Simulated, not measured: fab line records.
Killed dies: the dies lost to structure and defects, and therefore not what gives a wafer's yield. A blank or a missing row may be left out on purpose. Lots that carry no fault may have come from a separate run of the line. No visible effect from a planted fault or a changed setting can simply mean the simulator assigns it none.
fab line records :: flow n5_finfet :: part 2 of 2: steps 24 to 30 of 30
record:
  lots: 5
  wafers: 15
  last_day: 18
route steps=1938 shown BEOL_M6@1253 BEOL_M7@1263
lots that met no fault: from a run of the same line without faults
start_h: the number of hours between the record's first day and the start of the first shown wafer of the lot :: wait_h: hours elapsed since this lot's preceding step :: " as in the row above :: L1.1+2: a single row standing in for several wafers :: - either no value or no given start :: * or withheld: withheld :: < > ~ a bound
route shown NAME@n: a module of which the file shows steps, and the number in the route of the first :: usual: mean/standard deviation of fault-free wafers :: same: alike in all rows :: chamber/n: place in a boat :: sites: per-site readings :: _std_site: their standard deviation :: _edge_site: mean of outer sites minus mean of inner sites :: radius_mm: how far each site lies from the wafer's centre :: mask NAME#n: copy n :: behind: the most recent tool/chamber to have shaped the wafer :: hold: why the lot went on hold/how many hours it stayed there/how the hold came to an end :: device: the transistor (n, p or np) that didn't switch :: end of line: the tests these same wafers got at the end of their route :: a step given without rows: its recipe and nothing more :: killed: the dies lost at the first sort to structure and to defects; this is not the yield of the wafer :: map: a wafer's dies, marking killed ones x, the rest . and places with no die _
set.NAME: setting as actually run; set.NAME@STEP: the setting as run at that earlier step :: model.NAME: the simulator's own value behind a step, which no gauge read
a table for each step, a row for each wafer; lots at some steps of the route
services: a tool's chamber out of use, with start hour (start_h, from the record's first day; less than 0 if before it), hours out, and reason
== steps ==
step: N5_BEOL_M7_CD_MEAS_11
recipe:
  target_cd_nm: 38.5
  landing_energy_ev: 500
  detector: se_inlens
  polarity: opening
usual:
  cd_nm: 38.5/0.48
same:
  landing_energy_ev: 500
lot.wafer: L077.1
tool: cd_sem-02
chamber: 0
start_h: 205.23
wait_h: -
cd_nm: 38.4

lot.wafer: L077.4
tool: cd_sem-02
chamber: 0
start_h: 205.23
wait_h: -
cd_nm: 38.0

lot.wafer: L077.6
tool: cd_sem-02
chamber: 0
start_h: 205.23
wait_h: -
cd_nm: 37.9

lot.wafer: L085.1
tool: cd_sem-02
chamber: 0
start_h: 271.37
wait_h: -
cd_nm: 38.4

lot.wafer: L085.5
tool: cd_sem-02
chamber: 0
start_h: 271.37
wait_h: -
cd_nm: 38.2

lot.wafer: L085.6
tool: cd_sem-02
chamber: 0
start_h: 271.37
wait_h: -
cd_nm: 38.8

lot.wafer: L091.1
tool: cd_sem-03
chamber: 0
start_h: 300.65
wait_h: -
cd_nm: 38.7

lot.wafer: L091.4
tool: cd_sem-03
chamber: 0
start_h: 300.65
wait_h: -
cd_nm: 39.3

lot.wafer: L091.6
tool: cd_sem-03
chamber: 0
start_h: 300.65
wait_h: -
cd_nm: 39.3

lot.wafer: L092.1
tool: cd_sem-01
chamber: 0
start_h: 305.88
wait_h: -
cd_nm: 39.5

lot.wafer: L092.3
tool: cd_sem-01
chamber: 0
start_h: 305.88
wait_h: -
cd_nm: 39.7

lot.wafer: L092.5
tool: cd_sem-01
chamber: 0
start_h: 305.88
wait_h: -
cd_nm: 38.6

lot.wafer: L097.1
tool: cd_sem-02
chamber: 0
start_h: 325.79
wait_h: -
cd_nm: 37.9

lot.wafer: L097.4
tool: cd_sem-02
chamber: 0
start_h: 325.79
wait_h: -
cd_nm: 37.6

lot.wafer: L097.6
tool: cd_sem-02
chamber: 0
start_h: 325.79
wait_h: -
cd_nm: 38.0
step: N5_BEOL_M7_OVL_MEAS_12
recipe:
  points_per_wafer: 44
usual:
  M7_OVL: 0.0/0.75
lot.wafer: L077.1
tool: overlay-01
chamber: 0
start_h: 205.26
wait_h: 0.0
M7_OVL[nm]: 0.0

lot.wafer: L077.4
tool: overlay-01
chamber: 0
start_h: 205.26
wait_h: 0.0
M7_OVL[nm]: -0.5

lot.wafer: L077.6
tool: overlay-01
chamber: 0
start_h: 205.26
wait_h: 0.0
M7_OVL[nm]: -0.8

lot.wafer: L085.1
tool: overlay-01
chamber: 0
start_h: 271.40
wait_h: 0.0
M7_OVL[nm]: 0.6

lot.wafer: L085.5
tool: overlay-01
chamber: 0
start_h: 271.40
wait_h: 0.0
M7_OVL[nm]: 0.7

lot.wafer: L085.6
tool: overlay-01
chamber: 0
start_h: 271.40
wait_h: 0.0
M7_OVL[nm]: 1.5

lot.wafer: L091.1
tool: overlay-02
chamber: 0
start_h: 300.68
wait_h: 0.0
M7_OVL[nm]: -0.1

lot.wafer: L091.4
tool: overlay-02
chamber: 0
start_h: 300.68
wait_h: 0.0
M7_OVL[nm]: 0.6

lot.wafer: L091.6
tool: overlay-02
chamber: 0
start_h: 300.68
wait_h: 0.0
M7_OVL[nm]: 0.6

lot.wafer: L092.1
tool: overlay-01
chamber: 0
start_h: 305.91
wait_h: 0.0
M7_OVL[nm]: 1.1

lot.wafer: L092.3
tool: overlay-01
chamber: 0
start_h: 305.91
wait_h: 0.0
M7_OVL[nm]: 0.2

lot.wafer: L092.5
tool: overlay-01
chamber: 0
start_h: 305.91
wait_h: 0.0
M7_OVL[nm]: 0.1

lot.wafer: L097.1
tool: overlay-01
chamber: 0
start_h: 325.82
wait_h: 0.0
M7_OVL[nm]: -0.3

lot.wafer: L097.4
tool: overlay-01
chamber: 0
start_h: 325.82
wait_h: 0.0
M7_OVL[nm]: -0.7

lot.wafer: L097.6
tool: overlay-01
chamber: 0
start_h: 325.82
wait_h: 0.0
M7_OVL[nm]: 0.1
step: N5_BEOL_M7_INSPECT_13
recipe:
  mode: adi
  inspect_instrument: brightfield
usual:
  raw_defect_count: 396/96
lot.wafer: L077.1
tool: defect_inspect-01
chamber: -
start_h: 205.29
wait_h: 0.0
raw_defect_count: 344

lot.wafer: L077.4
tool: defect_inspect-01
chamber: -
start_h: 205.29
wait_h: 0.0
raw_defect_count: 324

lot.wafer: L077.6
tool: defect_inspect-01
chamber: -
start_h: 205.29
wait_h: 0.0
raw_defect_count: 323

lot.wafer: L085.1
tool: defect_inspect-01
chamber: -
start_h: 271.42
wait_h: 0.0
raw_defect_count: 381

lot.wafer: L085.5
tool: defect_inspect-01
chamber: -
start_h: 271.42
wait_h: 0.0
raw_defect_count: 352

lot.wafer: L085.6
tool: defect_inspect-01
chamber: -
start_h: 271.42
wait_h: 0.0
raw_defect_count: 344

lot.wafer: L091.1
tool: defect_inspect-01
chamber: -
start_h: 300.70
wait_h: 0.0
raw_defect_count: 439

lot.wafer: L091.4
tool: defect_inspect-01
chamber: -
start_h: 300.70
wait_h: 0.0
raw_defect_count: 668

lot.wafer: L091.6
tool: defect_inspect-01
chamber: -
start_h: 300.70
wait_h: 0.0
raw_defect_count: 509

lot.wafer: L092.1
tool: defect_inspect-02
chamber: -
start_h: 305.93
wait_h: 0.0
raw_defect_count: 366

lot.wafer: L092.3
tool: defect_inspect-02
chamber: -
start_h: 305.93
wait_h: 0.0
raw_defect_count: 343

lot.wafer: L092.5
tool: defect_inspect-02
chamber: -
start_h: 305.93
wait_h: 0.0
raw_defect_count: 598

lot.wafer: L097.1
tool: defect_inspect-01
chamber: -
start_h: 325.85
wait_h: 0.0
raw_defect_count: 335

lot.wafer: L097.4
tool: defect_inspect-01
chamber: -
start_h: 325.85
wait_h: 0.0
raw_defect_count: 340

lot.wafer: L097.6
tool: defect_inspect-01
chamber: -
start_h: 325.85
wait_h: 0.0
raw_defect_count: 320
step: N5_BEOL_M7_DESCUM_16
recipe:
  chemistry: O2
  time_s: 7.9
  source_power_w: 50
  bias_power_w: 20
  pressure_mtorr: 20
  rf_frequency_hz: 2.712e+07
  temp_c: 40
  resist: CAR-ArF
  o2_flow_sccm: 225
usual:
  drypump_motor_current_A: 5.4/0.51
  oes_product_au: 0.76/0.079
  rf_vpp_V: 242.6/1.5
  showerhead_plenum_p_Torr: 2.06/0.091
  throttle_valve_pct: 20.37/0.19
lot.wafer: L077.1
tool: rie_diel-06
chamber: 1
start_h: 205.44
wait_h: 0.2
drypump_motor_current_A: 4.9
oes_product_au: 0.76
rf_hours_counter_h: 151
rf_vpp_V: 242.3
showerhead_plenum_p_Torr: 2.01
throttle_valve_pct: 20.46

lot.wafer: L077.4
tool: rie_diel-06
chamber: 2
start_h: 205.44
wait_h: 0.2
drypump_motor_current_A: 5.0
oes_product_au: 0.73
rf_hours_counter_h: 162
rf_vpp_V: 241.0
showerhead_plenum_p_Torr: 1.99
throttle_valve_pct: 20.33

lot.wafer: L077.6
tool: rie_diel-06
chamber: 3
start_h: 205.44
wait_h: 0.2
drypump_motor_current_A: 5.6
oes_product_au: 0.67
rf_hours_counter_h: -
rf_vpp_V: 241.5
showerhead_plenum_p_Torr: 1.98
throttle_valve_pct: 20.36

lot.wafer: L085.1
tool: rie_diel-01
chamber: 3
start_h: 271.46
wait_h: 0.0
drypump_motor_current_A: 5.7
oes_product_au: 0.99
rf_hours_counter_h: 3
rf_vpp_V: 242.8
showerhead_plenum_p_Torr: 2.05
throttle_valve_pct: 20.05

lot.wafer: L085.5
tool: rie_diel-01
chamber: 1
start_h: 271.46
wait_h: 0.0
drypump_motor_current_A: 4.7
oes_product_au: 0.69
rf_hours_counter_h: -
rf_vpp_V: 243.4
showerhead_plenum_p_Torr: 2.15
throttle_valve_pct: 20.68

lot.wafer: L085.6
tool: rie_diel-01
chamber: 2
start_h: 271.46
wait_h: 0.0
drypump_motor_current_A: 6.3
oes_product_au: 0.70
rf_hours_counter_h: -
rf_vpp_V: 241.7
showerhead_plenum_p_Torr: 2.08
throttle_valve_pct: 20.35

lot.wafer: L091.1
tool: rie_diel-06
chamber: 2
start_h: 300.75
wait_h: 0.1
drypump_motor_current_A: 5.0
oes_product_au: 0.71
rf_hours_counter_h: 194
rf_vpp_V: 240.2
showerhead_plenum_p_Torr: 1.98
throttle_valve_pct: 20.37

lot.wafer: L091.4
tool: rie_diel-06
chamber: 0
start_h: 300.75
wait_h: 0.1
drypump_motor_current_A: 5.5
oes_product_au: 0.70
rf_hours_counter_h: 195
rf_vpp_V: 242.1
showerhead_plenum_p_Torr: 2.07
throttle_valve_pct: 20.74

lot.wafer: L091.6
tool: rie_diel-06
chamber: 3
start_h: 300.75
wait_h: 0.1
drypump_motor_current_A: 5.6
oes_product_au: 0.96
rf_hours_counter_h: -
rf_vpp_V: 246.1
showerhead_plenum_p_Torr: 2.24
throttle_valve_pct: 20.03

lot.wafer: L092.1
tool: rie_diel-01
chamber: 3
start_h: 306.15
wait_h: 0.2
drypump_motor_current_A: 5.8
oes_product_au: 0.96
rf_hours_counter_h: 11
rf_vpp_V: 243.6
showerhead_plenum_p_Torr: 2.05
throttle_valve_pct: 20.07

lot.wafer: L092.3
tool: rie_diel-01
chamber: 2
start_h: 306.15
wait_h: 0.2
drypump_motor_current_A: 6.3
oes_product_au: 0.69
rf_hours_counter_h: 201
rf_vpp_V: 243.7
showerhead_plenum_p_Torr: 2.08
throttle_valve_pct: 20.37

lot.wafer: L092.5
tool: rie_diel-01
chamber: 0
start_h: 306.15
wait_h: 0.2
drypump_motor_current_A: 5.4
oes_product_au: 0.75
rf_hours_counter_h: -
rf_vpp_V: 240.9
showerhead_plenum_p_Torr: 1.92
throttle_valve_pct: 20.27

lot.wafer: L097.1
tool: rie_diel-02
chamber: 2
start_h: 325.88
wait_h: 0.0
drypump_motor_current_A: 5.1
oes_product_au: 0.72
rf_hours_counter_h: 204
rf_vpp_V: 240.0
showerhead_plenum_p_Torr: 1.98
throttle_valve_pct: 20.32

lot.wafer: L097.4
tool: rie_diel-02
chamber: 3
start_h: 325.88
wait_h: 0.0
drypump_motor_current_A: 5.9
oes_product_au: 0.72
rf_hours_counter_h: 183
rf_vpp_V: 242.8
showerhead_plenum_p_Torr: 2.08
throttle_valve_pct: 20.44

lot.wafer: L097.6
tool: rie_diel-02
chamber: 0
start_h: 325.88
wait_h: 0.0
drypump_motor_current_A: 5.2
oes_product_au: 0.82
rf_hours_counter_h: -
rf_vpp_V: 245.1
showerhead_plenum_p_Torr: 2.21
throttle_valve_pct: 20.20
step: N5_BEOL_M7_ETCH_61
recipe:
  chemistry: CF4
  target: SiARC
  target_depth_a: 455
  mask_material: CAR-ArF
  time_s: 75.8
  ion_energy_ev: 80
  pressure_mtorr: 40
  source_w: 545
  bias_w: 36
  Ar_flow_sccm: 100
  cf4_flow_sccm: 100
  ends: cleared
usual:
  drypump_motor_current_A: 5.4/0.51
  etch_rf_on_time_s: 75.8/1.1
  oes_product_au: 0.65/0.069
  rf_vpp_V: 183.7/1.4
  showerhead_plenum_p_Torr: 2.12/0.085
  throttle_valve_pct: 15.60/0.23
lot.wafer: L077.1
tool: rie_diel-06
chamber: 1
start_h: 205.48
wait_h: 0.0
drypump_motor_current_A: 4.9
etch_rf_on_time_s: 75.2
oes_product_au: 0.66
rf_hours_counter_h: 151
rf_vpp_V: 182.0
showerhead_plenum_p_Torr: 2.06
throttle_valve_pct: 15.66

lot.wafer: L077.4
tool: rie_diel-06
chamber: 2
start_h: 205.48
wait_h: 0.0
drypump_motor_current_A: 5.0
etch_rf_on_time_s: 76.9
oes_product_au: 0.63
rf_hours_counter_h: 162
rf_vpp_V: 182.3
showerhead_plenum_p_Torr: 2.06
throttle_valve_pct: 15.65

lot.wafer: L077.6
tool: rie_diel-06
chamber: 3
start_h: 205.48
wait_h: 0.0
drypump_motor_current_A: 5.6
etch_rf_on_time_s: 77.3
oes_product_au: 0.57
rf_hours_counter_h: -
rf_vpp_V: 183.0
showerhead_plenum_p_Torr: 2.03
throttle_valve_pct: 15.61

lot.wafer: L085.1
tool: rie_diel-01
chamber: 3
start_h: 271.49
wait_h: 0.0
drypump_motor_current_A: 5.7
etch_rf_on_time_s: 72.9
oes_product_au: 0.86
rf_hours_counter_h: 3
rf_vpp_V: 183.9
showerhead_plenum_p_Torr: 2.12
throttle_valve_pct: 15.29

lot.wafer: L085.5
tool: rie_diel-01
chamber: 1
start_h: 271.49
wait_h: 0.0
drypump_motor_current_A: 4.7
etch_rf_on_time_s: 75.7
oes_product_au: 0.58
rf_hours_counter_h: -
rf_vpp_V: 185.2
showerhead_plenum_p_Torr: 2.21
throttle_valve_pct: 15.93

lot.wafer: L085.6
tool: rie_diel-01
chamber: 2
start_h: 271.49
wait_h: 0.0
drypump_motor_current_A: 6.3
etch_rf_on_time_s: 75.5
oes_product_au: 0.61
rf_hours_counter_h: -
rf_vpp_V: 184.2
showerhead_plenum_p_Torr: 2.12
throttle_valve_pct: 15.53

lot.wafer: L091.1
tool: rie_diel-06
chamber: 2
start_h: 300.79
wait_h: 0.0
drypump_motor_current_A: 5.0
etch_rf_on_time_s: 75.5
oes_product_au: 0.61
rf_hours_counter_h: 194
rf_vpp_V: 183.7
showerhead_plenum_p_Torr: 2.05
throttle_valve_pct: 15.72

lot.wafer: L091.4
tool: rie_diel-06
chamber: 0
start_h: 300.79
wait_h: 0.0
drypump_motor_current_A: 5.5
etch_rf_on_time_s: 77.2
oes_product_au: 0.59
rf_hours_counter_h: 195
rf_vpp_V: 184.0
showerhead_plenum_p_Torr: 2.13
throttle_valve_pct: 15.98

lot.wafer: L091.6
tool: rie_diel-06
chamber: 3
start_h: 300.79
wait_h: 0.0
drypump_motor_current_A: 5.6
etch_rf_on_time_s: 75.3
oes_product_au: 0.82
rf_hours_counter_h: -
rf_vpp_V: 187.1
showerhead_plenum_p_Torr: 2.27
throttle_valve_pct: 15.15

lot.wafer: L092.1
tool: rie_diel-01
chamber: 3
start_h: 306.19
wait_h: 0.0
drypump_motor_current_A: 5.7
etch_rf_on_time_s: 75.5
oes_product_au: 0.82
rf_hours_counter_h: 11
rf_vpp_V: 183.2
showerhead_plenum_p_Torr: 2.11
throttle_valve_pct: 15.30

lot.wafer: L092.3
tool: rie_diel-01
chamber: 2
start_h: 306.19
wait_h: 0.0
drypump_motor_current_A: 6.3
etch_rf_on_time_s: 76.8
oes_product_au: 0.59
rf_hours_counter_h: 201
rf_vpp_V: 183.9
showerhead_plenum_p_Torr: 2.12
throttle_valve_pct: 15.55

lot.wafer: L092.5
tool: rie_diel-01
chamber: 0
start_h: 306.19
wait_h: 0.0
drypump_motor_current_A: 5.4
etch_rf_on_time_s: 75.8
oes_product_au: 0.64
rf_hours_counter_h: -
rf_vpp_V: 182.1
showerhead_plenum_p_Torr: 1.98
throttle_valve_pct: 15.48

lot.wafer: L097.1
tool: rie_diel-02
chamber: 2
start_h: 325.91
wait_h: 0.0
drypump_motor_current_A: 5.0
etch_rf_on_time_s: 77.5
oes_product_au: 0.60
rf_hours_counter_h: 204
rf_vpp_V: 183.0
showerhead_plenum_p_Torr: 2.04
throttle_valve_pct: 15.64

lot.wafer: L097.4
tool: rie_diel-02
chamber: 3
start_h: 325.91
wait_h: 0.0
drypump_motor_current_A: 5.9
etch_rf_on_time_s: 75.7
oes_product_au: 0.63
rf_hours_counter_h: 183
rf_vpp_V: 183.8
showerhead_plenum_p_Torr: 2.14
throttle_valve_pct: 15.67

lot.wafer: L097.6
tool: rie_diel-02
chamber: 0
start_h: 325.91
wait_h: 0.0
drypump_motor_current_A: 5.3
etch_rf_on_time_s: 76.2
oes_product_au: 0.69
rf_hours_counter_h: -
rf_vpp_V: 186.3
showerhead_plenum_p_Torr: 2.25
throttle_valve_pct: 15.34
step: N5_BEOL_M7_ETCH_62
recipe:
  chemistry: N2/H2
  target: SOC
  target_depth_a: 1100
  overetch_a: 220
  mask_material: SiARC
  temp_c: 40
  time_s: 165
  ion_energy_ev: 200
  pressure_mtorr: 30
  source_w: 840
  bias_w: 150
  n2_flow_sccm: 200
  h2_flow_sccm: 200
usual:
  drypump_motor_current_A: 5.4/0.51
  oes_product_au: 0.64/0.065
  rf_vpp_V: 523/3.1
  showerhead_plenum_p_Torr: 2.51/0.11
  throttle_valve_pct: 17.81/0.2
lot.wafer: L077.1
tool: rie_diel-06
chamber: 1
start_h: 205.53
wait_h: 0.0
drypump_motor_current_A: 5.0
oes_product_au: 0.64
rf_hours_counter_h: 151
rf_vpp_V: 521
showerhead_plenum_p_Torr: 2.44
throttle_valve_pct: 17.83

lot.wafer: L077.4
tool: rie_diel-06
chamber: 2
start_h: 205.53
wait_h: 0.0
drypump_motor_current_A: 5.0
oes_product_au: 0.63
rf_hours_counter_h: 162
rf_vpp_V: 520
showerhead_plenum_p_Torr: 2.43
throttle_valve_pct: 17.79

lot.wafer: L077.6
tool: rie_diel-06
chamber: 3
start_h: 205.53
wait_h: 0.0
drypump_motor_current_A: 5.6
oes_product_au: 0.57
rf_hours_counter_h: -
rf_vpp_V: 519
showerhead_plenum_p_Torr: 2.40
throttle_valve_pct: 17.89

lot.wafer: L085.1
tool: rie_diel-01
chamber: 3
start_h: 271.55
wait_h: 0.0
drypump_motor_current_A: 5.8
oes_product_au: 0.82
rf_hours_counter_h: 3
rf_vpp_V: 524
showerhead_plenum_p_Torr: 2.51
throttle_valve_pct: 17.60

lot.wafer: L085.5
tool: rie_diel-01
chamber: 1
start_h: 271.55
wait_h: 0.0
drypump_motor_current_A: 4.7
oes_product_au: 0.58
rf_hours_counter_h: -
rf_vpp_V: 526
showerhead_plenum_p_Torr: 2.61
throttle_valve_pct: 18.07

lot.wafer: L085.6
tool: rie_diel-01
chamber: 2
start_h: 271.55
wait_h: 0.0
drypump_motor_current_A: 6.3
oes_product_au: 0.60
rf_hours_counter_h: -
rf_vpp_V: 522
showerhead_plenum_p_Torr: 2.52
throttle_valve_pct: 17.71

lot.wafer: L091.1
tool: rie_diel-06
chamber: 2
start_h: 300.84
wait_h: 0.0
drypump_motor_current_A: 5.0
oes_product_au: 0.60
rf_hours_counter_h: 194
rf_vpp_V: 520
showerhead_plenum_p_Torr: 2.42
throttle_valve_pct: 17.86

lot.wafer: L091.4
tool: rie_diel-06
chamber: 0
start_h: 300.84
wait_h: 0.0
drypump_motor_current_A: 5.5
oes_product_au: 0.60
rf_hours_counter_h: 195
rf_vpp_V: 523
showerhead_plenum_p_Torr: 2.53
throttle_valve_pct: 18.27

lot.wafer: L091.6
tool: rie_diel-06
chamber: 3
start_h: 300.84
wait_h: 0.0
drypump_motor_current_A: 5.6
oes_product_au: 0.81
rf_hours_counter_h: -
rf_vpp_V: 529
showerhead_plenum_p_Torr: 2.72
throttle_valve_pct: 17.51

lot.wafer: L092.1
tool: rie_diel-01
chamber: 3
start_h: 306.25
wait_h: 0.0
drypump_motor_current_A: 5.7
oes_product_au: 0.81
rf_hours_counter_h: 11
rf_vpp_V: 524
showerhead_plenum_p_Torr: 2.50
throttle_valve_pct: 17.59

lot.wafer: L092.3
tool: rie_diel-01
chamber: 2
start_h: 306.25
wait_h: 0.0
drypump_motor_current_A: 6.3
oes_product_au: 0.59
rf_hours_counter_h: 201
rf_vpp_V: 523
showerhead_plenum_p_Torr: 2.51
throttle_valve_pct: 17.71

lot.wafer: L092.5
tool: rie_diel-01
chamber: 0
start_h: 306.25
wait_h: 0.0
drypump_motor_current_A: 5.4
oes_product_au: 0.63
rf_hours_counter_h: -
rf_vpp_V: 518
showerhead_plenum_p_Torr: 2.33
throttle_valve_pct: 17.68

lot.wafer: L097.1
tool: rie_diel-02
chamber: 2
start_h: 325.97
wait_h: 0.0
drypump_motor_current_A: 5.1
oes_product_au: 0.61
rf_hours_counter_h: 204
rf_vpp_V: 520
showerhead_plenum_p_Torr: 2.41
throttle_valve_pct: 17.85

lot.wafer: L097.4
tool: rie_diel-02
chamber: 3
start_h: 325.97
wait_h: 0.0
drypump_motor_current_A: 5.9
oes_product_au: 0.62
rf_hours_counter_h: 183
rf_vpp_V: 523
showerhead_plenum_p_Torr: 2.53
throttle_valve_pct: 17.80

lot.wafer: L097.6
tool: rie_diel-02
chamber: 0
start_h: 325.97
wait_h: 0.0
drypump_motor_current_A: 5.3
oes_product_au: 0.68
rf_hours_counter_h: -
rf_vpp_V: 526
showerhead_plenum_p_Torr: 2.68
throttle_valve_pct: 17.63
step: N5_BEOL_M7_STRIP_68
recipe:
  chemistry: N2/H2
  temp_c: 40
  n2_flow_sccm: 200
  h2_flow_sccm: 200
  rf_frequency_hz: 6e+07
lot.wafer: L077.1+4+6
tool: rie_diel-06
chamber: 1,2,3
start_h: 205.67
wait_h: 0.1

lot.wafer: L085.1+5+6
tool: rie_diel-01
chamber: 3,1,2
start_h: 271.68
wait_h: 0.1

lot.wafer: L091.1+4+6
tool: rie_diel-06
chamber: 2,0,3
start_h: 300.98
wait_h: 0.1

lot.wafer: L092.1+3+5
tool: rie_diel-01
chamber: 3,2,0
start_h: 306.38
wait_h: 0.1

lot.wafer: L097.1+4+6
tool: rie_diel-02
chamber: 2,3,0
start_h: 326.11
wait_h: 0.1
== services ==
tool: arfi_scanner-01
chamber: -
start_h: 200.66
hours: 1.0
kind: pm

tool: ecd_cu-02
chamber: -
start_h: 206.69
hours: 0.8
kind: repair

tool: uv_cure-03
chamber: -
start_h: 207.57
hours: 2.1
kind: pm

tool: cmp-04
chamber: -
start_h: 213.35
hours: 0.6
kind: repair

tool: uv_cure-02
chamber: -
start_h: 215.20
hours: 9.5
kind: repair

tool: pecvd-04
chamber: -
start_h: 221.49
hours: 0.8
kind: repair

tool: pecvd-04
chamber: -
start_h: 225.70
hours: 4.3
kind: pm

tool: arfi_scanner-01
chamber: -
start_h: 226.10
hours: 0.8
kind: pm

tool: rie_diel-01
chamber: 2
start_h: 235.65
hours: 2.4
kind: repair

tool: rie_diel-01
chamber: 3
start_h: 236.99
hours: 5.4
kind: repair

tool: cmp-02
chamber: -
start_h: 238.10
hours: 4.6
kind: pm

tool: cmp-02
chamber: -
start_h: 252.18
hours: 7.7
kind: pm

tool: arfi_scanner-01
chamber: -
start_h: 257.03
hours: 1.3
kind: pm

tool: arfi_scanner-01
chamber: -
start_h: 274.63
hours: 1.0
kind: pm

tool: rie_diel-01
chamber: 0
start_h: 277.94
hours: 1.8
kind: repair

tool: rie_diel-01
chamber: 3
start_h: 279.67
hours: 7.2
kind: repair

tool: cmp-02
chamber: -
start_h: 280.94
hours: 4.0
kind: pm

tool: pvd_sputter-01
chamber: -
start_h: 281.97
hours: 1.4
kind: repair

tool: cvd_co-02
chamber: 1
start_h: 290.74
hours: 2.7
kind: repair

tool: rie_diel-02
chamber: 3
start_h: 292.71
hours: 8.2
kind: repair

tool: cmp-04
chamber: -
start_h: 294.42
hours: 4.0
kind: pm

tool: uv_cure-03
chamber: -
start_h: 302.98
hours: 7.5
kind: pm

tool: rie_diel-02
chamber: 2
start_h: 316.58
hours: 4.0
kind: repair

tool: ecd_cu-01
chamber: -
start_h: 317.14
hours: 8.0
kind: repair
